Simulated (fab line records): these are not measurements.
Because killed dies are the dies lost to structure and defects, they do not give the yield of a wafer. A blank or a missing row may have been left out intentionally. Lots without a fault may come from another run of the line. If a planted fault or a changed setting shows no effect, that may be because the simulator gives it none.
fab line records	flow nand-harc
record: lots: 14	wafers: 42	last-day: 24
route steps=1159 shown P_STI@109 P_GATE@148
lots with no fault: from the same line, run without faults
start-h: hours from the record's opening day to when the first of the lot's shown wafers began	wait-h: hours elapsed since this lot's preceding step	" unchanged from the row above	L1.1+2: a single row standing in for several wafers	- either no value or no given start	* or withheld: withheld	< > ~ a bound
route shown NAME@n: names a module that has steps shown in the file, with the first one's number in the route	usual: mean and standard deviation over wafers with no fault	same: alike in all rows	chamber/n: place in a boat	sites: each site's reading	_std_site: how widely they spread, as a standard deviation	_edge_site: mean of outer sites minus mean of inner sites	radius-mm: for every site, how far away it sits from the centre of the wafer	mask NAME#n: copy n	behind: the most recent tool/chamber to have shaped the wafer	hold: reason for holding the lot/hours on hold/outcome of the hold	device: transistor that didn't switch, given as n, p or np	end of line: the tests these same wafers got at the end of their route	a step without rows: its recipe alone	killed: count of dies lost to structure and defects at first sort (not the wafer's yield)	map: the dies of a wafer, with x for killed, . for not killed, _ for no die there
set.NAME: the run value of the setting; set.NAME@STEP: its run value at that earlier step	model.NAME: the simulator's own value behind a step, which no gauge read
the route's steps for a sample of lots (tables are steps, rows are wafers)
services: the hour from which a tool's chamber was out of use, counted from the record's first day as start-h (under 0 if before that day), plus the number of hours and why
== steps ==
step: NHARC_P_STI_INSPECT_25
usual: raw-defect-count: 227/83
lot.wafer	tool	chamber	start-h	wait-h	raw-defect-count
L494.1	defect-inspect-01	-	71.14	0.4	136
L494.3	"	-	"	"	250
L494.6	"	-	"	"	161
L495.2	defect-inspect-02	-	71.16	0.4	146
L495.5	"	-	"	"	162
L495.6	"	-	"	"	99
L497.3	defect-inspect-01	-	86.26	0.4	177
L497.4	"	-	"	"	187
L497.6	"	-	"	"	117
L499.2	defect-inspect-01	-	102.20	0.4	261
L499.5	"	-	"	"	200
L499.6	"	-	"	"	158
L500.2	defect-inspect-02	-	109.51	0.4	374
L500.3	"	-	"	"	211
L500.4	"	-	"	"	242
L507.1	defect-inspect-01	-	159.41	0.4	160
L507.2	"	-	"	"	120
L507.3	"	-	"	"	167
L509.1	defect-inspect-02	-	159.42	0.4	259
L509.4	"	-	"	"	324
L509.5	"	-	"	"	279
L510.1	defect-inspect-01	-	159.42	0.4	124
L510.3	"	-	"	"	140
L510.6	"	-	"	"	81
L512.1	defect-inspect-02	-	175.30	0.4	191
L512.3	"	-	"	"	189
L512.6	"	-	"	"	237
L511.1	defect-inspect-01	-	175.31	0.4	269
L511.3	"	-	"	"	152
L511.6	"	-	"	"	189
L513.1	defect-inspect-01	-	183.36	0.4	230
L513.2	"	-	"	"	185
L513.4	"	-	"	"	302
L514.1	defect-inspect-02	-	192.38	0.4	344
L514.4	"	-	"	"	271
L514.5	"	-	"	"	299
L515.1	defect-inspect-02	-	199.00	0.4	201
L515.2	"	-	"	"	171
L515.6	"	-	"	"	345
L516.2	defect-inspect-01	-	199.00	0.4	345
L516.3	"	-	"	"	272
L516.6	"	-	"	"	225
step: NHARC_P_GATE_ETCH_114
recipe: target-depth-a: 300	overetch-a: 30	time-s: 16.5	ion-energy-ev: 100	cf4-flow-sccm: 80	o2-flow-sccm: 20	ar-flow-sccm: 0	rf-w: 300	bias-w: 100	chemistry: CF4/O2
usual: drypump-motor-current-A: 5.8/0.41	oes_ar_750_au: 1.000/0.0047	oes_f_703_au: 1.000/0.0047	oes-product-au: 1.000/0.013	rf-vpp-V: 197.7/1.7	showerhead-plenum-p-Torr: 1.33/0.069	throttle-valve-pct: 13.397/0.0083
lot.wafer	tool	chamber	start-h	wait-h	drypump-motor-current-A	oes_ar_750_au	oes_f_703_au	oes-product-au	rf-hours-counter-h	rf-vpp-V	showerhead-plenum-p-Torr	throttle-valve-pct
L495.2	rie-diel-12	0	-	-	6.1	1.009	0.998	1.004	13	195.7	1.25	13.417
L495.5	"	0	"	"	6.1	0.999	1.007	1.008	-	197.1	1.25	13.394
L495.6	"	1	"	"	5.4	0.999	0.999	0.987	-	196.7	1.29	13.404
L494.3	rie-diel-12	1	-	-	5.4	0.995	1.003	0.995	13	196.6	1.29	13.401
L494.1	"	2	"	"	5.9	1.000	1.005	0.999	13	200.8	1.43	13.406
L494.6	"	3	"	"	5.9	0.997	0.991	1.035	-	200.0	1.39	13.401
L497.3	rie-diel-03	0	-	-	5.7	1.000	0.998	1.004	22	196.8	1.36	13.397
L497.4	"	1	"	"	5.3	0.990	0.998	0.985	24	196.8	1.30	13.406
L497.6	"	0	"	"	5.7	0.996	0.996	1.012	-	198.4	1.36	13.395
L499.2	rie-diel-12	3	-	-	5.9	0.995	0.997	1.016	18	199.8	1.39	13.399
L499.5	"	1	"	"	5.4	0.997	1.001	1.011	-	195.8	1.29	13.396
L499.6	"	2	"	"	6.0	0.999	0.993	0.996	-	198.6	1.43	13.387
L500.4	rie-diel-02	2	132.59	0.1	6.4	1.000	1.000	0.993	49	195.6	1.24	13.391
L500.2	"	3	"	"	6.7	1.001	0.999	0.974	54	200.1	1.42	13.394
L500.3	"	0	"	"	5.4	1.005	0.989	0.990	56	197.2	1.40	13.404
L509.1	rie-diel-02	2	-	-	6.4	1.006	0.999	0.981	10	192.9	1.24	13.391
L509.4	"	1	"	"	5.4	0.995	0.997	0.984	10	195.6	1.25	13.396
L509.5	"	2	"	"	6.4	1.002	0.996	0.998	-	195.5	1.24	13.393
L507.3	rie-diel-12	3	-	-	6.0	1.005	1.002	1.026	29	198.3	1.39	13.402
L507.2	"	0	"	"	6.1	1.000	0.988	1.001	30	197.2	1.25	13.386
L507.1	"	1	"	"	5.4	0.998	0.999	0.996	30	197.0	1.29	13.418
L510.1	rie-diel-12	3	-	-	6.0	0.996	1.003	1.019	29	197.9	1.39	13.386
L510.3	"	0	"	"	6.0	1.004	0.998	0.988	30	195.6	1.25	13.399
L510.6	"	0	"	"	6.1	1.003	0.996	0.988	-	196.4	1.25	13.400
L512.3	rie-diel-12	1	-	-	5.4	1.000	0.998	1.003	34	197.6	1.29	13.397
L512.1	"	3	"	"	6.0	0.997	0.995	1.020	33	198.1	1.38	13.391
L512.6	"	0	"	"	6.1	0.998	1.003	0.983	-	195.8	1.25	13.393
L511.3	rie-diel-03	2	-	-	5.8	1.006	1.006	1.012	56	197.9	1.38	13.401
L511.1	"	3	"	"	5.2	1.005	1.009	0.999	49	197.2	1.29	13.389
L511.6	"	1	"	"	5.3	0.999	0.999	0.989	-	196.9	1.29	13.392
L513.1	rie-diel-02	3	-	-	6.7	1.001	0.997	0.998	19	199.5	1.41	13.398
L513.2	"	0	"	"	5.4	1.002	1.006	0.998	21	197.9	1.40	13.407
L513.4	"	2	"	"	6.4	1.001	1.000	0.986	18	196.5	1.24	13.406
L514.4	rie-diel-02	3	-	-	6.6	0.997	0.999	0.977	21	200.0	1.41	13.410
L514.1	"	1	"	"	5.4	0.997	1.001	0.980	20	194.9	1.25	13.404
L514.5	"	3	"	"	6.7	0.990	1.007	0.988	-	199.1	1.41	13.398
L516.3	rie-diel-12	2	-	-	6.0	1.003	1.007	1.010	2	199.8	1.43	13.388
L516.2	"	1	"	"	5.4	1.004	1.003	1.020	2	196.2	1.29	13.400
L516.6	"	2	"	"	6.0	0.999	0.994	1.011	-	200.4	1.43	13.405
L515.1	rie-diel-12	3	-	-	5.9	1.002	1.003	1.024	2	199.2	1.38	13.397
L515.2	"	0	"	"	6.1	1.002	1.003	1.005	1	195.4	1.25	13.383
L515.6	"	3	"	"	6.0	1.003	1.000	1.031	-	197.5	1.38	13.399
step: NHARC_P_GATE_DEVELOP_90
recipe: time-s: 70
usual: chill-plate-temp-C: 23.00/0.11	exhaust-pa: 45.1/0.79
lot.wafer	tool	chamber	start-h	wait-h	chill-plate-temp-C	exhaust-pa
L495.2	litho-track-05	0	111	-	22.84	45.6
L495.5	"	0	"	"	22.93	44.7
L495.6	"	0	"	"	22.89	45.9
L494.1	litho-track-03	0	112	-	22.91	45.1
L494.3	"	0	"	"	22.87	45.1
L494.6	"	0	"	"	22.87	44.2
L497.3	litho-track-03	0	123	-	22.98	46.4
L497.4	"	0	"	"	23.03	45.7
L497.6	"	0	"	"	22.99	44.5
L499.2	litho-track-03	-	142	-	-	-
L499.5	"	-	"	"	-	-
L499.6	"	-	"	"	-	-
L500.2	litho-track-03	-	147	-	-	-
L500.3	"	-	"	"	-	-
L500.4	"	-	"	"	-	-
L509.1	litho-track-02	0	204	-	23.10	44.4
L509.4	"	0	"	"	23.09	44.6
L509.5	"	0	"	"	23.08	45.8
L507.1	litho-track-02	0	208	-	23.09	44.9
L507.2	"	0	"	"	23.08	46.1
L507.3	"	0	"	"	22.96	45.8
L510.1	litho-track-03	0	209	-	22.90	45.5
L510.3	"	0	"	"	22.86	44.2
L510.6	"	0	"	"	23.04	45.6
L511.1	litho-track-02	0	214	-	23.18	45.0
L511.3	"	0	"	"	22.98	45.9
L511.6	"	0	"	"	23.10	45.7
L512.1	litho-track-05	0	216	-	22.88	44.7
L512.3	"	0	"	"	22.91	44.4
L512.6	"	0	"	"	22.86	44.9
L513.1	litho-track-03	0	222	-	22.88	45.5
L513.2	"	0	"	"	22.76	45.6
L513.4	"	0	"	"	22.91	45.7
L514.1	litho-track-05	0	230	-	23.28	45.2
L514.4	"	0	"	"	23.18	45.7
L514.5	"	0	"	"	23.09	44.5
L515.1	litho-track-03	0	236	-	23.05	45.4
L515.2	"	0	"	"	23.14	45.0
L515.6	"	0	"	"	23.04	45.0
L516.2	litho-track-02	0	238	-	22.89	45.6
L516.3	"	0	"	"	22.92	44.9
L516.6	"	0	"	"	23.01	46.2
step: NHARC_P_GATE_STRIP_113
recipe: power-w: 1500	temp-c: 110	time-s: 740	chemistry: N2/H2
usual: drypump-motor-current-A: 5.7/0.59	heater-power-w: 93/5.3
lot.wafer	tool	chamber	start-h	wait-h	drypump-motor-current-A	heater-power-w	rf-hours-counter-h
L495.2	plasma-asher-02	0	111.94	0.2	6.4	100	35
L495.6	"	0	"	"	6.4	101	-
L495.5	"	1	"	"	5.1	94	-
L494.1	plasma-asher-01	0	112.89	0.3	5.2	80	2
L494.3	"	0	"	"	5.2	84	-
L494.6	"	0	"	"	5.1	82	-
L497.4	plasma-asher-01	1	124.77	0.4	6.2	93	-
L497.3	"	0	"	"	5.2	82	-
L497.6	"	0	"	"	5.2	84	-
L499.2	plasma-asher-02	1	143.07	0.2	5.2	92	46
L499.6	"	1	"	"	5.1	94	-
L499.5	"	0	"	"	6.4	99	-
L500.2	plasma-asher-02	0	147.70	0.2	6.4	101	47
L500.4	"	0	"	"	6.4	99	-
L500.3	"	1	"	"	5.1	96	-
L509.1	plasma-asher-02	0	205.67	0.3	6.4	96	4
L509.4	"	0	"	"	6.4	95	-
L509.5	"	1	"	"	5.1	96	-
L507.2	plasma-asher-02	0	209.16	0.2	6.4	96	5
L507.1	"	1	"	"	5.1	94	5
L507.3	"	0	"	"	6.3	96	-
L510.1	plasma-asher-02	0	210.62	0.3	6.4	96	6
L510.3	"	1	"	"	5.1	99	-
L510.6	"	0	"	"	6.4	95	-
L511.1	plasma-asher-02	1	215.36	0.3	5.1	97	8
L511.3	"	0	"	"	6.4	93	-
L511.6	"	0	"	"	6.4	98	-
L512.1	plasma-asher-02	1	216.74	0.2	5.1	93	9
L512.3	"	1	"	"	5.1	94	-
L512.6	"	0	"	"	6.4	97	-
L513.1	plasma-asher-02	1	223.07	0.2	5.1	94	11
L513.2	"	0	"	"	6.4	93	11
L513.4	"	0	"	"	6.4	96	-
L514.1	plasma-asher-01	1	230.63	0.2	6.2	94	42
L514.4	"	0	"	"	5.1	83	-
L514.5	"	1	"	"	6.2	94	-
L515.1	plasma-asher-01	1	237.05	0.2	6.2	93	45
L515.2	"	0	"	"	5.2	83	45
L515.6	"	0	"	"	5.2	82	-
L516.2	plasma-asher-02	1	239.22	0.2	5.1	97	17
L516.3	"	1	"	"	5.1	99	-
L516.6	"	1	"	"	5.1	95	-
== services ==
tool	chamber	start-h	hours	kind
rie-diel-12	0	83.47	-	clean
rie-diel-12	1	83.47	-	clean
rie-diel-12	2	83.47	-	clean
rie-diel-12	3	83.47	-	clean
rie-diel-02	2	91.50	4.5	repair
rie-diel-12	-	94.36	0.2	repair
plasma-asher-01	-	99.00	9.0	pm
rie-diel-12	-	102.47	0.4	repair
rie-diel-12	0	107.97	-	clean
rie-diel-02	1	118.90	1.8	repair
rie-diel-03	0	133.06	6.9	repair
rie-diel-02	-	150.94	9.0	pm
litho-track-02	-	165.00	7.0	pm
plasma-asher-02	-	183.00	9.0	pm
plasma-asher-02	0	183.00	9.0	vent-cycle
plasma-asher-02	1	183.00	9.0	vent-cycle
plasma-asher-02	0	192.00	-	clean
plasma-asher-02	1	192.00	-	clean
plasma-asher-01	-	194.09	2.6	repair
rie-diel-12	-	202.40	9.0	pm
litho-track-03	-	213.00	7.0	pm
rie-diel-03	-	215.32	9.0	pm
rie-diel-03	0	231.06	2.7	repair
litho-track-05	-	237.00	7.0	pm
== key ==
first-sign: step: NHARC_P_GATE_DEVELOP_90	reading: tool-record	direction: missing
effect none on later readings
met-at NHARC_P_GATE_DEVELOP_90
struck-lots L499,L500
sort-left-out L499.2,L499.5,L499.6,L500.2,L500.3,L500.4
tester-left-out L499,L500
not-acting-at NHARC_P_STI_INSPECT_25,NHARC_P_GATE_ETCH_114,NHARC_P_GATE_STRIP_113
onset-between 123 142
fault: kind: skipped-step-whole	tool: litho-track-03	chamber: -	onset-h: 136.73	steps: NHARC_P_GATE_DEVELOP_90	scope: struck-lots-only
tester-left-out: of these lots the tester's yield and bins aren't shown, on N5 and GAA mostly nor the transistor test; their killed dies are dies lost to structure and defects alone, not to doping, threshold or leakage, so they don't give the yield
sort-left-out: the simulated sort isn't trusted on such a fault, so these wafers' sort isn't shown, and their yield isn't known
